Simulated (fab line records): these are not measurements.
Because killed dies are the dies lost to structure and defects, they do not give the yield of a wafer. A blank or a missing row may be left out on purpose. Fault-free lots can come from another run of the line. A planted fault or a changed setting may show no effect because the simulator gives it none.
Matching of chambers / flow nand_harc / NHARC_A_CHANNEL_HOLE_D2_ETCH_44 on rie_diel-03 has 4 sister chambers
The step etches the open film in CF4/O2, target depth 140 nm, overetch 14 nm, time 77 s. 4 wafers are shown with their chamber, then 9 later ones without.

EACH WAFER AND ITS CHAMBER
wafer=L082.1; chamber=0; showerhead_plenum_p_Torr (Torr)=1.37
wafer=L082.4; chamber=1; showerhead_plenum_p_Torr (Torr)=1.26
wafer=L084.5; chamber=2; showerhead_plenum_p_Torr (Torr)=1.41
wafer=L084.6; chamber=3; showerhead_plenum_p_Torr (Torr)=1.41

WAFERS WHOSE CHAMBER IS MISSING
wafer=L085.1; showerhead_plenum_p_Torr (Torr)=1.41
wafer=L085.3; showerhead_plenum_p_Torr (Torr)=1.37
wafer=L085.5; showerhead_plenum_p_Torr (Torr)=1.41
wafer=L093.4; showerhead_plenum_p_Torr (Torr)=1.26
wafer=L093.5; showerhead_plenum_p_Torr (Torr)=1.41
wafer=L093.6; showerhead_plenum_p_Torr (Torr)=1.40
wafer=L094.1; showerhead_plenum_p_Torr (Torr)=1.40
wafer=L094.3; showerhead_plenum_p_Torr (Torr)=1.37
wafer=L094.4; showerhead_plenum_p_Torr (Torr)=1.41

WHICH CHAMBER EACH ONE RAN IN
wafer=L085.1; from the rows above=can't be placed: 2 or 3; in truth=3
wafer=L085.3; from the rows above=0; in truth=0
wafer=L085.5; from the rows above=can't be placed: 2 or 3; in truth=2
wafer=L093.4; from the rows above=1; in truth=1
wafer=L093.5; from the rows above=can't be placed: 2 or 3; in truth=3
wafer=L093.6; from the rows above=can't be placed: 2 or 3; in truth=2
wafer=L094.1; from the rows above=can't be placed: 2 or 3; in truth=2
wafer=L094.3; from the rows above=0; in truth=0
wafer=L094.4; from the rows above=can't be placed: 2 or 3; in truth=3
Placed correctly: 3 of 9. Not placeable from these rows: 6 (in 6, the candidates include the true chamber). 0 placed wrongly.
How it was worked out, from the rows above alone: a wafer's distance from a chamber is the root of the sum, over the readings, of the square of ((its reading less the chamber's mean) divided by the reading's scatter). The wafer belongs to the nearest chamber; if the next one is less than 2 further off, it can't be placed. The mean given for a chamber averages the wafers shown for that chamber. The scatter: root of mean squared gap, hidden wafer to nearest shown wafer, with one shown wafer a chamber.
